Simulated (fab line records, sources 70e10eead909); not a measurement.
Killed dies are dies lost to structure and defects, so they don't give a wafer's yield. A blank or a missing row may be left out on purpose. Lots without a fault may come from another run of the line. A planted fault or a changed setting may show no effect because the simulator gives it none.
Chamber matching | flow nand_harc | NHARC_A_CHANNEL_FILL_D1_ALD_14 on ald_hk-01: 4 sister chambers
The step deposits SiO2, target thk 2.5 nm, pulse time 10 s, ald cycles 25. 14 wafers are shown with their chamber, then 6 later ones without.

WAFERS WITH THEIR CHAMBER
wafer  | chamber | heater_power_w (W) | precursor_pulse_height_rel
L175.1 | 1       | 444                | 0.986
L175.5 | 3       | 423                | 0.984
L175.6 | 0       | 441                | 0.998
L179.1 | 3       | 422                | 1.016
L179.3 | 0       | 448                | 0.995
L179.6 | 1       | 453                | 0.995
L178.1 | 1       | 453                | 0.975
L178.4 | 0       | 461                | 0.991
L178.6 | 1       | 442                | 0.971
L176.1 | 1       | 456                | 0.982
L176.2 | 2       | 459                | 0.997
L176.5 | 1       | 453                | 1.026
L184.2 | 0       | 453                | 0.977
L184.3 | 2       | 452                | 1.005

SIGNATURES (means of the wafers above)
reading                    | chamber 0 | chamber 1 | chamber 2 | chamber 3 | scatter within a chamber
heater_power_w             | 450.75    | 450.17    | 455.50    | 422.50    | 6.33
precursor_pulse_height_rel | 0.99025   | 0.98917   | 1.00100   | 1.00000   | 0.0167
Rule: a wafer's distance from a chamber is the root of the sum, over the readings, of the square of ((its reading less the chamber's mean) divided by the reading's scatter). The wafer belongs to the nearest chamber; if the next one is less than 2 further off, it can't be placed. The scatter: the root of (the sum of the squares of (reading less its chamber's mean) over the shown wafers, divided by (wafers less chambers)).

WAFERS WITHOUT THEIR CHAMBER
wafer  | heater_power_w (W) | precursor_pulse_height_rel
L184.5 | 443                | 0.970
L185.2 | 447                | 1.027
L185.4 | 454                | 0.972
L185.5 | 435                | 1.000
L189.1 | 471                | 1.023
L189.2 | 443                | 0.999

WHICH CHAMBER EACH WENT THROUGH
wafer  | from the rows above               | in truth
L184.5 | can't be placed: 1 or 0 or 2      | 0
L185.2 | can't be placed: 2 or 0 or 1      | 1
L185.4 | can't be placed: 1 or 0 or 2      | 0
L185.5 | can't be placed: 3 or 1 or 0 or 2 | 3
L189.1 | can't be placed: 2 or 0 or 1      | 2
L189.2 | can't be placed: 1 or 0 or 2 or 3 | 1
Placed correctly: 0 of 6. Can't be placed from these rows: 6 (the true chamber is among the candidates in 6). Placed wrongly: 0.
